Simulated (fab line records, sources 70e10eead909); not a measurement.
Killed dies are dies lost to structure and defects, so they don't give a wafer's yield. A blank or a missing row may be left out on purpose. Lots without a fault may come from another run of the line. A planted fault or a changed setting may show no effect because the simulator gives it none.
fab line records | flow nand_harc
record lots=13 wafers=38 last_day=33
route steps=1302 shown A_STAIRCASE@849 A_BONDPAD@1225 THIN_TSV@1267 END@1302
lots that met no fault: from a run of the same line without faults
start_h: hours from the record's first day to the start of the lot's first wafer shown | wait_h: hours since the lot's step before | " the same as in the row above | L1.1+2: a row that stands for several wafers | - no value, or no start given | * or withheld: withheld | < > ~ a bound
route shown NAME@n: a module of which the file shows steps, and the number in the route of the first | usual: mean/standard deviation of fault-free wafers | same: alike in all rows | chamber/n: place in a boat | sites: the reading at each site | _std_site: their standard deviation | _edge_site: outer sites' mean less inner sites' | radius_mm: how far each site lies from the wafer's centre | mask NAME#n: copy n | behind: the tool/chamber that last shaped the wafer | hold: why the lot was held/for how many hours/how that ended | device: the transistor (n, p or np) that didn't switch | end of line: the same wafers' tests at the end of the route | a step without rows: its recipe alone | killed: dies lost to structure and defects at the first sort, not the wafer's yield | map: a wafer's dies, x killed, . not, _ none there
set.NAME: the setting as run; set.NAME@STEP: as run at that earlier step | model.NAME: the simulator's own value behind a step, which no gauge read
steps of the route over a sample of lots; a table a step, a row a wafer
services: from which hour (start_h, from the record's first day; less than 0 if before it) a tool's chamber was out of use, for how many hours, and why
## steps
# step NHARC_A_STAIRCASE_CVD_552
# recipe target_thk_a=400 temp_c=700 pressure_mtorr=300 material=SiNx
# usual spike_tc_bottom_C=722.0/2.5
# columns lot.wafer tool chamber start_h wait_h spike_tc_bottom_C
L788.1 lpcvd-01 1 405.48 - 723.3
L788.2 " 1 " " 723.6
L788.6 " 1 " " 721.8
L789.1 lpcvd-01 1 409.51 - 723.2
L789.2 " 1 " " 721.7
L789.6 " 1 " " 721.6
L790.3 lpcvd-01 0 416.31 4.2 719.6
L790.4 " 0 " " 719.4
L790.5 " 0 " " 719.0
L794.2 lpcvd-02 0 438.70 - 721.4
L794.4 " 0 " " 722.2
L794.6 " 0 " " 720.8
L795.5 lpcvd-01 0 456.99 - 721.5
L795.6 " 0 " " 719.4
L799.2 lpcvd-02 0 505.67 - 719.1
L799.3 " 0 " " 719.8
L799.5 " 0 " " 719.4
L800.2 lpcvd-02 1 513.08 - 723.6
L800.4 " 1 " " 723.9
L800.5 " 1 " " 724.8
L801.1 lpcvd-01 1 536.09 - 724.0
L801.2 " 1 " " 722.4
L801.5 " 1 " " 723.0
L805.4 lpcvd-02 1 574.28 - 723.0
L805.5 " 1 " " 723.1
L805.6 " 1 " " 722.8
L807.2 lpcvd-02 0 584.79 - 719.5
L807.5 " 0 " " 718.3
L807.6 " 0 " " 719.2
L806.1 lpcvd-01 1 588.25 - 722.0
L806.3 " 1 " " 724.9
L806.5 " 1 " " 724.7
L810.1 lpcvd-02 1 613.98 - 726.1
L810.4 " 1 " " 725.7
L810.6 " 1 " " 724.0
L811.2 lpcvd-02 1 613.98 - 722.4
L811.3 " 1 " " 723.8
L811.4 " 1 " " 723.7
# step NHARC_A_BONDPAD_DEGAS_25
# recipe temp_c=300 time_s=60
# usual heater_power_w=496/47
# columns lot.wafer tool chamber start_h wait_h heater_power_w
L789.1 pvd_sputter-01 - 531.28 - 519
L789.2 " - " " 519
L789.6 " - " " 480
L788.1 pvd_sputter-02 - 536.18 - 508
L788.2 " - " " 506
L788.6 " - " " 564
L790.4 pvd_sputter-02 - 547.36 - 559
L790.3 " - " " 504
L790.5 " - " " 512
L794.4 pvd_sputter-03 - 585.53 - 370
L794.2 " - " " 468
L794.6 " - " " 551
L800.4 pvd_sputter-01 - 637.31 - 542
L800.2 " - " " 511
L800.5 " - " " 531
L799.2 pvd_sputter-02 - 637.86 - 511
L799.3 " - " " 510
L799.5 " - " " 510
L801.1 pvd_sputter-03 - 667.44 - 380
L801.2 " - " " 471
L801.5 " - " " 525
L805.4 pvd_sputter-02 - 719.64 - 528
L805.5 " - " " 510
L805.6 " - " " 451
L806.1 pvd_sputter-01 - 723.34 - 465
L806.3 " - " " 519
L806.5 " - " " 522
L807.2 pvd_sputter-02 - 729.54 - 546
L807.6 " - " " 438
L807.5 " - " " 586
L810.1 pvd_sputter-03 - 745.15 - 441
L810.4 " - " " 496
L810.6 " - " " 372
L811.4 pvd_sputter-01 - 748.17 - 511
L811.2 " - " " 523
L811.3 " - " " 457
# step NHARC_THIN_TSV_DEP_47
# recipe target_thk_a=2000 temp_c=withheld pressure_torr=6.5 rf_w=900 teos_flow_sccm=161.4 flow_sccm=2650 target_thk_nm=200 gas=O2 material=SiO2
# usual chamber_pressure_Torr=6.499/0.015 throttle_valve_pct=15.8/0.47
# columns lot.wafer tool chamber start_h wait_h chamber_pressure_Torr throttle_valve_pct
L789.1 pecvd-02 1 549.04 - 6.511 15.7
L789.2 " 2 " " 6.508 15.2
L789.6 " 0 " " 6.483 15.6
L788.2 pecvd-01 0 553.12 - 6.520 15.4
L788.1 " 1 " " 6.531 16.2
L788.6 " 1 " " 6.504 16.4
L790.3 pecvd-02 0 563.16 - 6.489 15.5
L790.4 " 0 " " 6.496 15.3
L790.5 " 1 " " 6.495 15.7
L794.2 pecvd-04 2 601.26 - 6.479 16.2
L794.6 " 2 " " 6.500 16.2
L794.4 " 0 " " 6.523 15.6
L800.2 pecvd-01 2 656.47 - 6.507 16.0
L800.4 " 2 " " 6.502 15.8
L800.5 " 1 " " 6.476 16.4
L799.2 pecvd-02 2 657.67 - 6.496 15.6
L799.3 " 1 " " 6.481 15.8
L799.5 " 0 " " 6.495 15.7
L801.1 pecvd-04 2 683.89 - 6.499 16.0
L801.2 " 0 " " 6.494 15.4
L801.5 " 0 " " 6.512 15.6
L805.4 pecvd-01 1 735.51 - 6.509 17.0
L805.6 " 2 " " 6.504 16.1
L805.5 " 0 " " 6.492 15.4
L806.1 pecvd-02 2 739.62 - 6.473 15.5
L806.3 " 0 " " 6.524 15.8
L806.5 " 1 " " 6.512 15.8
L807.2 pecvd-02 0 750.25 - 6.512 15.7
L807.5 " 1 " " 6.514 15.9
L807.6 " 0 " " 6.496 15.8
L810.1 pecvd-01 0 766.71 - 6.506 15.4
L810.6 " 0 " " 6.476 15.3
L810.4 " 1 " " 6.533 16.9
L811.3 pecvd-04 0 777.45 - 6.516 15.7
L811.2 " 2 " " 6.501 16.1
L811.4 " 0 " " 6.484 15.8
# step NHARC_THIN_TSV_ETCH_36
# recipe target_depth_a=650 over_etch_frac=0.3 time_s=18.571 ion_energy_ev=150 chemistry=Cl2/BCl3
# usual drypump_motor_current_A=5.3/0.5 oes_product_au=0.995/0.011
# columns lot.wafer tool chamber start_h wait_h drypump_motor_current_A oes_product_au rf_hours_counter_h
L789.2 rie_metal-01 0 553.55 0.2 5.1 0.993 2.5
L789.1 " 1 " " 5.8 1.002 1.9
L789.6 " 0 " " 5.1 0.994 -
L788.1 rie_metal-02 0 557.84 0.2 5.1 0.994 1.9
L788.2 " 1 " " 4.7 0.971 1.9
L788.6 " 1 " " 4.6 0.975 -
L790.3 rie_metal-01 1 567.69 0.1 5.8 0.998 -
L790.4 " 0 " " 5.1 0.989 -
L790.5 " 1 " " 5.8 0.981 -
L794.2 rie_metal-02 0 605.92 0.2 5.1 0.997 3.1
L794.4 " 0 " " 5.1 0.998 -
L794.6 " 0 " " 5.1 1.004 -
L800.2 rie_metal-01 1 661.08 0.2 5.8 0.998 1.8
L800.4 " 0 " " 5.1 1.005 -
L800.5 " 0 " " 5.1 1.012 -
L799.2 rie_metal-02 1 662.28 0.2 4.7 0.978 0.7
L799.3 " 0 " " 5.1 1.009 -
L799.5 " 0 " " 5.1 1.006 -
L801.2 rie_metal-01 0 688.33 0.2 5.1 1.002 1.9
L801.1 " 1 " " 5.8 0.994 2.3
L801.5 " 0 " " 5.1 1.000 -
L805.4 rie_metal-02 1 739.91 0.2 4.6 0.994 -
L805.6 " 1 " " 4.6 0.988 -
L805.5 " 0 " " 5.1 1.011 -
L806.1 rie_metal-02 1 744.29 0.2 4.6 0.973 1.8
L806.3 " 1 " " 4.6 0.986 -
L806.5 " 1 " " 4.7 0.992 -
L807.2 rie_metal-03 1 754.77 0.2 5.3 0.987 0.5
L807.6 " 1 " " 5.3 0.989 -
L807.5 " 0 " " 6.1 0.985 -
L810.1 rie_metal-02 0 771.27 0.2 5.1 1.006 2.1
L810.4 " 0 " " 5.1 1.006 -
L810.6 " 1 " " 4.7 0.996 -
L811.2 rie_metal-01 1 782.41 0.2 5.8 1.001 0.4
L811.4 " 1 " " 5.8 0.993 -
L811.3 " 0 " " 5.1 0.997 -
# step NHARC_END_SORT_01
# recipe temp_c=25
# usual killed_at_array=63/27 killed_at_other=0.7/1.2 killed_at_periphery=3.1/2 killed_dies=67/28 killed_open=3.0/1.9 killed_short=2.2/1.5
# same gross_dies=677
# columns lot.wafer tool chamber start_h wait_h killed_at_array killed_at_other killed_at_periphery killed_dies killed_open killed_short
L795.5 prober-01 0 626.34 3.7 676 0 1 677 5 0
L795.6 prober-01 0 627.13 3.9 671 3 3 677 6 6
# killed by level:class
L795.5 A_STAIRCASE:area_cvd=559 A_SLIT:chamber_film_flake=34 A_CHANNEL_HOLE_D2:chamber_film_flake=33 A_CHANNEL_HOLE_D1:chamber_film_flake=32 A_WL_FILL:chamber_film_flake=5 A_CONTACT:chamber_film_flake=5 A_STAIRCASE:chamber_film_flake=3 A_SOURCE_PLATE:geometric_particle:open=1
L795.6 A_STAIRCASE:area_cvd=553 A_CHANNEL_HOLE_D2:chamber_film_flake=35 A_SLIT:chamber_film_flake=29 A_CHANNEL_HOLE_D1:chamber_film_flake=28 A_CONTACT:chamber_film_flake=10 A_ONON_D2:geometric_particle:short=3 THIN_TSV:chamber_film_flake=3 A_M0:geometric_particle:open=2
## services
# columns tool chamber start_h hours kind
lpcvd-02 - 386.00 26.0 pm
rie_metal-01 - 398.00 9.0 pm
pvd_sputter-01 - 404.00 10.0 pm
pecvd-02 - 408.26 13.0 pm
rie_metal-02 - 454.00 9.0 pm
pvd_sputter-02 - 460.00 10.0 pm
pvd_sputter-02 - 500.99 3.1 repair
pvd_sputter-02 - 509.15 2.1 repair
lpcvd-01 - 527.65 1.0 repair
pvd_sputter-02 - 528.03 5.3 repair
rie_metal-02 1 568.73 4.4 repair
rie_metal-01 - 575.00 9.0 pm
pecvd-02 - 589.26 13.0 pm
rie_metal-01 0 606.05 26.2 repair
rie_metal-02 - 631.00 9.0 pm
pvd_sputter-02 - 638.05 10.0 pm
rie_metal-02 - 647.16 0.3 repair
pvd_sputter-02 - 671.34 3.6 repair
pecvd-02 2 675.39 4.0 repair
pvd_sputter-02 - 742.20 3.2 repair
pvd_sputter-02 - 747.49 1.0 repair
rie_metal-01 - 752.00 9.0 pm
pecvd-02 - 770.26 13.0 pm
lpcvd-01 - 772.00 26.0 pm
## key
first_sign step=NHARC_END_SORT_01 reading=killed_at_array direction=up sigmas=22 usual=63 struck=674
effect step=NHARC_END_SORT_01 reading=killed_dies direction=up sigmas=22 usual=67 struck=677
more_kills_born_at NHARC_A_STAIRCASE_CVD_552@lpcvd-01=1112
met_at NHARC_A_STAIRCASE_CVD_552
struck_lots L795
struck_wafers L795.5,L795.6
later_rows_left_out L795.5,L795.6
tester_left_out L795
not_acting_at NHARC_A_BONDPAD_DEGAS_25,NHARC_THIN_TSV_DEP_47,NHARC_THIN_TSV_ETCH_36
onset_between 416.31 456.99
fault kind=process_parameter_drift tool=lpcvd-01 chamber=0 onset_h=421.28 steps=NHARC_A_STAIRCASE_CVD_552 channel=target_thk_a offset=* shape=step acts_in=* stated=*
# tester_left_out: of these lots the tester's yield and bins aren't shown, on N5 and GAA mostly nor the transistor test; their killed dies are dies lost to structure and defects alone, not to doping, threshold or leakage, so they don't give the yield
# later_rows_left_out: the simulator's readings of these wafers behind a module that went badly wrong aren't trusted and aren't shown, but for the sort
